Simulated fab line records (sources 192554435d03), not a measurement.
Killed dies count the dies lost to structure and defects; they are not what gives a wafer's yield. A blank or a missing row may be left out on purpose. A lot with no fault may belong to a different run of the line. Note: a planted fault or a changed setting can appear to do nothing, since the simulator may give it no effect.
Matching of chambers || flow n5Finfet || rieDiel-06 running N5_BEOL_M0_SAQP_ETCH_106: 4 sister chambers
The step etches SOC in N2/H2, stops on SiNx, target depth 150 nm. 20 wafers are shown with their chamber, then 10 later ones without.

EACH WAFER AND ITS CHAMBER
{"wafer": "L077.1", "chamber": 0, "showerheadPlenumPTorr (Torr)": 2.66, "oesProductAu (a.u.)": 0.79, "throttleValvePct (%)": 17.79}
{"wafer": "L077.4", "chamber": 3, "showerheadPlenumPTorr (Torr)": 2.41, "oesProductAu (a.u.)": 0.69, "throttleValvePct (%)": 17.71}
{"wafer": "L077.6", "chamber": 0, "showerheadPlenumPTorr (Torr)": 2.66, "oesProductAu (a.u.)": 0.78, "throttleValvePct (%)": 17.80}
{"wafer": "L083.2", "chamber": 0, "showerheadPlenumPTorr (Torr)": 2.65, "oesProductAu (a.u.)": 0.76, "throttleValvePct (%)": 17.81}
{"wafer": "L083.3", "chamber": 2, "showerheadPlenumPTorr (Torr)": 2.57, "oesProductAu (a.u.)": 0.80, "throttleValvePct (%)": 17.66}
{"wafer": "L083.4", "chamber": 3, "showerheadPlenumPTorr (Torr)": 2.41, "oesProductAu (a.u.)": 0.69, "throttleValvePct (%)": 17.72}
{"wafer": "L084.1", "chamber": 0, "showerheadPlenumPTorr (Torr)": 2.65, "oesProductAu (a.u.)": 0.77, "throttleValvePct (%)": 17.82}
{"wafer": "L084.2", "chamber": 2, "showerheadPlenumPTorr (Torr)": 2.57, "oesProductAu (a.u.)": 0.80, "throttleValvePct (%)": 17.66}
{"wafer": "L084.3", "chamber": 1, "showerheadPlenumPTorr (Torr)": 2.50, "oesProductAu (a.u.)": 0.94, "throttleValvePct (%)": 17.80}
{"wafer": "L084.4", "chamber": 3, "showerheadPlenumPTorr (Torr)": 2.41, "oesProductAu (a.u.)": 0.68, "throttleValvePct (%)": 17.72}
{"wafer": "L084.5", "chamber": 0, "showerheadPlenumPTorr (Torr)": 2.65, "oesProductAu (a.u.)": 0.77, "throttleValvePct (%)": 17.84}
{"wafer": "L084.6", "chamber": 1, "showerheadPlenumPTorr (Torr)": 2.50, "oesProductAu (a.u.)": 0.94, "throttleValvePct (%)": 17.79}
{"wafer": "L088.2", "chamber": 2, "showerheadPlenumPTorr (Torr)": 2.57, "oesProductAu (a.u.)": 0.79, "throttleValvePct (%)": 17.66}
{"wafer": "L088.5", "chamber": 0, "showerheadPlenumPTorr (Torr)": 2.65, "oesProductAu (a.u.)": 0.76, "throttleValvePct (%)": 17.86}
{"wafer": "L088.6", "chamber": 1, "showerheadPlenumPTorr (Torr)": 2.50, "oesProductAu (a.u.)": 0.93, "throttleValvePct (%)": 17.80}
{"wafer": "L089.1", "chamber": 2, "showerheadPlenumPTorr (Torr)": 2.56, "oesProductAu (a.u.)": 0.78, "throttleValvePct (%)": 17.68}
{"wafer": "L089.2", "chamber": 1, "showerheadPlenumPTorr (Torr)": 2.50, "oesProductAu (a.u.)": 0.92, "throttleValvePct (%)": 17.80}
{"wafer": "L089.3", "chamber": 3, "showerheadPlenumPTorr (Torr)": 2.40, "oesProductAu (a.u.)": 0.68, "throttleValvePct (%)": 17.74}
{"wafer": "L090.3", "chamber": 3, "showerheadPlenumPTorr (Torr)": 2.40, "oesProductAu (a.u.)": 0.68, "throttleValvePct (%)": 17.74}
{"wafer": "L090.5", "chamber": 2, "showerheadPlenumPTorr (Torr)": 2.56, "oesProductAu (a.u.)": 0.78, "throttleValvePct (%)": 17.67}

SIGNATURES (means of the wafers above)
{"reading": "showerheadPlenumPTorr", "chamber 0": 2.6533, "chamber 1": 2.5000, "chamber 2": 2.5660, "chamber 3": 2.4060, "scatter within a chamber": 0.00483}
{"reading": "oesProductAu", "chamber 0": 0.7717, "chamber 1": 0.9325, "chamber 2": 0.7900, "chamber 3": 0.6840, "scatter within a chamber": 0.00961}
{"reading": "throttleValvePct", "chamber 0": 17.8200, "chamber 1": 17.7975, "chamber 2": 17.6660, "chamber 3": 17.7260, "scatter within a chamber": 0.0168}
Rule: distance of a wafer from a chamber = root of the sum over the readings of ((wafer's reading minus chamber's mean) / reading's scatter) squared. The wafer belongs to the nearest chamber; if the next one is less than 2 further off, it can't be placed. The scatter: take each reading less its chamber's mean, square it, sum over the shown wafers, divide by the number of wafers less the number of chambers, and take the root.

WAFERS MISSING THEIR CHAMBER
{"wafer": "L090.6", "showerheadPlenumPTorr (Torr)": 2.50, "oesProductAu (a.u.)": 0.92, "throttleValvePct (%)": 17.81}
{"wafer": "L092.1", "showerheadPlenumPTorr (Torr)": 2.64, "oesProductAu (a.u.)": 0.75, "throttleValvePct (%)": 17.85}
{"wafer": "L092.2", "showerheadPlenumPTorr (Torr)": 2.40, "oesProductAu (a.u.)": 0.67, "throttleValvePct (%)": 17.76}
{"wafer": "L092.5", "showerheadPlenumPTorr (Torr)": 2.64, "oesProductAu (a.u.)": 0.75, "throttleValvePct (%)": 17.83}
{"wafer": "L096.3", "showerheadPlenumPTorr (Torr)": 2.56, "oesProductAu (a.u.)": 0.78, "throttleValvePct (%)": 17.71}
{"wafer": "L096.4", "showerheadPlenumPTorr (Torr)": 2.64, "oesProductAu (a.u.)": 0.75, "throttleValvePct (%)": 17.85}
{"wafer": "L096.6", "showerheadPlenumPTorr (Torr)": 2.40, "oesProductAu (a.u.)": 0.67, "throttleValvePct (%)": 17.76}
{"wafer": "L097.3", "showerheadPlenumPTorr (Torr)": 2.56, "oesProductAu (a.u.)": 0.77, "throttleValvePct (%)": 17.69}
{"wafer": "L097.4", "showerheadPlenumPTorr (Torr)": 2.40, "oesProductAu (a.u.)": 0.67, "throttleValvePct (%)": 17.75}
{"wafer": "L097.5", "showerheadPlenumPTorr (Torr)": 2.49, "oesProductAu (a.u.)": 0.89, "throttleValvePct (%)": 17.83}

WHICH CHAMBER EACH WENT THROUGH
{"wafer": "L090.6", "from the rows above": 1, "in truth": 1}
{"wafer": "L092.1", "from the rows above": 0, "in truth": 0}
{"wafer": "L092.2", "from the rows above": 3, "in truth": 3}
{"wafer": "L092.5", "from the rows above": 0, "in truth": 0}
{"wafer": "L096.3", "from the rows above": 2, "in truth": 2}
{"wafer": "L096.4", "from the rows above": 0, "in truth": 0}
{"wafer": "L096.6", "from the rows above": 3, "in truth": 3}
{"wafer": "L097.3", "from the rows above": 2, "in truth": 2}
{"wafer": "L097.4", "from the rows above": 3, "in truth": 3}
{"wafer": "L097.5", "from the rows above": 1, "in truth": 1}
Placed correctly: 10 of 10. From these rows, 0 cannot be placed. Wrongly placed: 0.
